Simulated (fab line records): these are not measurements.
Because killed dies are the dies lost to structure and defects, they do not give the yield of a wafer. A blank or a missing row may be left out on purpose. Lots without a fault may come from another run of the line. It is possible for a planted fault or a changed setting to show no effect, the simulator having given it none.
Matching of chambers    flow n5 finfet    N5_BEOL_M15_ETCH_61 on rie diel-03: 4 sister chambers
The step etches BARC in N2/H2, target depth 89 nm, overetch 26.7 nm, time 67.9 s. 14 wafers are shown with their chamber, then 7 later ones without.

## WAFERS WITH THEIR CHAMBER
wafer   chamber  showerhead plenum p Torr (Torr)  drypump motor current A (A)  throttle valve pct (%)
L669.3  3        2.46                             5.46                         18.18
L669.5  3        2.46                             5.46                         18.20
L669.6  0        2.59                             5.62                         17.99
L671.3  2        2.68                             5.72                         17.52
L671.5  1        2.63                             6.33                         17.64
L671.6  0        2.59                             5.63                         17.99
L670.1  0        2.59                             5.63                         17.98
L670.2  1        2.63                             6.37                         17.64
L670.6  0        2.59                             5.59                         17.98
L677.1  0        2.59                             5.61                         18.02
L677.4  3        2.45                             5.46                         18.22
L677.6  0        2.59                             5.60                         18.02
L676.3  3        2.45                             5.44                         18.21
L676.4  2        2.67                             5.71                         17.56

SIGNATURES (means of the wafers above)
reading                   chamber 0  chamber 1  chamber 2  chamber 3  scatter within a chamber
showerhead plenum p Torr  2.5900     2.6300     2.6750     2.4550     0.00387
drypump motor current A   5.6133     6.3500     5.7150     5.4550     0.0158
throttle valve pct        17.9967    17.6400    17.5400    18.2025    0.0185
Rule: for each reading, subtract the chamber's mean from the wafer's reading, divide by that reading's scatter and square the result; add these up over the readings and take the root, which gives the wafer's distance from the chamber. If the next closest chamber is less than 2 further off than the closest, the wafer can't be placed; otherwise it belongs to the closest. The scatter is the square root of a quotient: the sum, over the shown wafers, of each reading's squared deviation from its chamber's mean, divided by wafers minus chambers.

## WAFERS WHOSE CHAMBER IS MISSING
wafer   showerhead plenum p Torr (Torr)  drypump motor current A (A)  throttle valve pct (%)
L676.6  2.45                             5.45                         18.22
L680.1  2.59                             5.60                         18.03
L680.4  2.62                             6.38                         17.67
L680.5  2.67                             5.70                         17.56
L679.1  2.67                             5.71                         17.59
L679.2  2.45                             5.47                         18.25
L679.3  2.58                             5.64                         18.03

## THE CHAMBER EACH PASSED THROUGH
wafer   from the rows above  in truth
L676.6  3                    3
L680.1  0                    0
L680.4  1                    1
L680.5  2                    2
L679.1  2                    2
L679.2  3                    3
L679.3  0                    0
Correct placement for 7 of the 7. From these rows, 0 cannot be placed. Placed wrongly: 0.
